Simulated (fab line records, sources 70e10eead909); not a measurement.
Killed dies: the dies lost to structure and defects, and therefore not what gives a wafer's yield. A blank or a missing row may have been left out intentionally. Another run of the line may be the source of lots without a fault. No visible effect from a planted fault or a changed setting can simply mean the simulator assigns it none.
Chamber matching || flow nand harc || NHARC_A_STAIRCASE_DEP_151 on pecvd-01: 3 sister chambers
The step deposits SiO2, target thk 3800 nm. 3 wafers are shown with their chamber, then 7 later ones without.

## WAFERS PAIRED WITH THEIR CHAMBERS
{"wafer": "L081.4", "chamber": 0, "heater power w (W)": 622}
{"wafer": "L087.1", "chamber": 2, "heater power w (W)": 811}
{"wafer": "L087.3", "chamber": 1, "heater power w (W)": 714}

## WAFERS WITHOUT THEIR CHAMBER
{"wafer": "L087.5", "heater power w (W)": 635}
{"wafer": "L090.1", "heater power w (W)": 760}
{"wafer": "L090.3", "heater power w (W)": 863}
{"wafer": "L090.6", "heater power w (W)": 605}
{"wafer": "L094.1", "heater power w (W)": 718}
{"wafer": "L094.4", "heater power w (W)": 604}
{"wafer": "L094.6", "heater power w (W)": 638}

## WHICH CHAMBER EACH ONE RAN IN
{"wafer": "L087.5", "from the rows above": 0, "in truth": 0}
{"wafer": "L090.1", "from the rows above": "can't be placed: 1 or 2", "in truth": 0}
{"wafer": "L090.3", "from the rows above": 2, "in truth": 2}
{"wafer": "L090.6", "from the rows above": 0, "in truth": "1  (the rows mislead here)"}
{"wafer": "L094.1", "from the rows above": 1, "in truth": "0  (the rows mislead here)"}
{"wafer": "L094.4", "from the rows above": 0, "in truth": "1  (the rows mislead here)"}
{"wafer": "L094.6", "from the rows above": 0, "in truth": 0}
Placed correctly: 3 of 7. Unplaceable from these rows: 1, with the true chamber sitting among the candidates in 0. Number placed wrongly: 3.
How it was worked out, from the rows above alone: a wafer's distance from a chamber is the root of the sum, over the readings, of the square of ((its reading less the chamber's mean) divided by the reading's scatter). If the next closest chamber is less than 2 further off than the closest, the wafer can't be placed; otherwise it belongs to the closest. The mean given for a chamber averages the wafers shown for that chamber. The scatter: root of mean squared gap, hidden wafer to nearest shown wafer, with one shown wafer a chamber.
